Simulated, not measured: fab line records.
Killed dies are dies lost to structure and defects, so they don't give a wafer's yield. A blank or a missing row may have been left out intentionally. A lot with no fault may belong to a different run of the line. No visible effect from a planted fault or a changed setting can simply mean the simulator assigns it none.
A lot that was struck, set against a sound lot :: flow n5-finfet :: 15 steps out of a route of 1938
Sound: wafers L292.1, L292.2, L292.4. Struck: wafer L293.6 (left out: L293.2, L293.3 of the same lot, which were not struck); the cause appears at the end.
At each step with rows: each side's tool, then ch and its chambers, then its first start. Under that, the readings that differ: sound wafers :: struck wafers :: difference of the means :: sigmas: that difference in standard deviations of wafers without a fault.
alike: same words and numbers on both sides, and readings whose means sit less than 2 such deviations apart. not compared: any withheld reading, any reading some wafer has no value for, any bound like >300 that may hide the same value, and any number with overlapping values for which the record gives no deviation.
The two part at a step that has a row with sigmas, a row that says differs or no value, or rows on one side only. When numbers do not overlap yet have no deviation, they are printed without sigmas and do not part them. A reading missing from all wafers of one side parts the sides only when that side holds two or more wafers.

first, 1 step without rows for these wafers: N5_HKMG_FIN_COAT_66 (time 60 s, resist thk 300 nm).
N5_HKMG_FIN_ETCH_67: etches SOC in N2/H2, stops on TiN, target depth 388.9 nm.
  sound on rie-diel-03 ch 0,1,3, day 7 03:20; struck on rie-diel-03 ch 1, day 7 07:31
  alike: drypump-motor-current-A, oes-product-au, rf-fwd-power-W, rf-vpp-V, showerhead-plenum-p-Torr, throttle-valve-pct
  not compared: rf-hours-counter-h
N5_HKMG_FIN_STRIP_90: strips SOC in N2/H2, time 20 s.
  sound on rie-diel-03 ch 0,1,3, day 7 03:24; struck on rie-diel-03 ch 1, day 7 07:35
reading: rf-vpp-V (V)
sound: 53.8 53.4 53.6
struck: 55.2
difference: +1.6
sigmas: +2
  alike: drypump-motor-current-A, oes-product-au, rf-fwd-power-W, showerhead-plenum-p-Torr, throttle-valve-pct
  not compared: rf-hours-counter-h
then, 2 steps without rows for these wafers: N5_HKMG_FIN_WET_ETCH_73 (etches the open film in SC1, time 42.3 s, target depth 1.3 nm, rinse time 30 s); N5_HKMG_FIN_ETCHBACK_68 (etches the open film in Cl2/Ar, stops on HfO2, target depth 0.5 nm).
N5_HKMG_FIN_STRIP_69: strips in N2/H2, time 360 s.
  sound on plasma-asher-02 ch 0,1, day 7 03:42; struck on plasma-asher-01 ch 0, day 7 07:53
  alike: drypump-motor-current-A, heater-power-w
  not compared: rf-hours-counter-h
then, 1 step without rows for these wafers: N5_HKMG_FIN_ALD_21 (deposits TiN, target thk 1.5 nm, pulse time 1 s, purge time 3 s).
N5_HKMG_FIN_ALD_72: deposits W, target thk 2 nm, pulse time 1 s, purge time 2 s.
  sound on cvd-w-02 ch 0,1, day 7 04:27; struck on cvd-w-02 ch 0, day 7 08:38
  alike: heater-power-w, precursor-pulse-height-rel
then, 3 steps without rows for these wafers: N5_HKMG_FIN_W_FILL_22 (material W, target thk 60 nm, time 18.2 s); N5_HKMG_FIN_PRECLEAN_83 (cleans in DIW, time 57.5 s); N5_HKMG_FIN_SRD_84 (dry time 32 s).
N5_HKMG_FIN_CMP_23: polishes, stops on SiNx, t overpolish 10 s, target thk 46.326 nm.
  sound on cmp-03 ch 1,2,3, day 7 04:37; struck on cmp-04 ch 2, day 7 08:48
  alike: motor-current-A, overpolish-run-s, platen-rpm, retaining-ring-pressure-frac, time-to-endpoint-s
N5_HKMG_FIN_CMP_94: polishes, stops on SiNx, t overpolish 4.7 s, target thk 43.299 nm.
  sound on cmp-03 ch 1,2,3, day 7 05:06; struck on cmp-04 ch 2, day 7 09:17
reading: platen-rpm (rpm)
sound: 50.24 50.27 50.28
struck: 48.24
difference: -2.02
sigmas: -60
  alike: motor-current-A, retaining-ring-pressure-frac
-- record jumps: 5 days separate the struck wafers' starts on either side; left off in module HKMG_FIN, taken up again in module BEOL_M4, whose first shown step is the route's number 1111 --
N5_BEOL_M4_RC_MEAS_101:
  sound on prober-02 ch 0, day 12 08:47; struck on prober-02 ch 0, day 12 07:17
  alike: DIBL_N, DIBL_P, IOFF_N, IOFF_P, ION_N, ION_P, SS_N, SS_P, VT_N, VT_P
-- here the record skips 5 days between the struck wafers' starts before and after, leaving off in module BEOL_M4 and picking up in module PASSIVATION (first step shown: number 1936 of the route) --
N5_PASSIVATION_PROBE_49:
  sound on prober-01 at day 16 17:55; struck on prober-01 at day 16 21:50
reading: killed-at-contacts
sound: 8 6 7
struck: 33
difference: +26
sigmas: +3
  alike: defect-limited-yield, killed_at_M0_to_M3, killed_at_M4_up, killed-at-front-end, killed-at-other, killed-dies, killed-open, killed-short, sort_bin_4_leakage, sort_bin_5_function, sort_bin_6_memory, sort-n-pass, sort-yield-pct

WHERE THEY PART
Last at N5_PASSIVATION_PROBE_49 as far as this record goes, first at N5_HKMG_FIN_STRIP_90.

WHY: what the simulator had put in
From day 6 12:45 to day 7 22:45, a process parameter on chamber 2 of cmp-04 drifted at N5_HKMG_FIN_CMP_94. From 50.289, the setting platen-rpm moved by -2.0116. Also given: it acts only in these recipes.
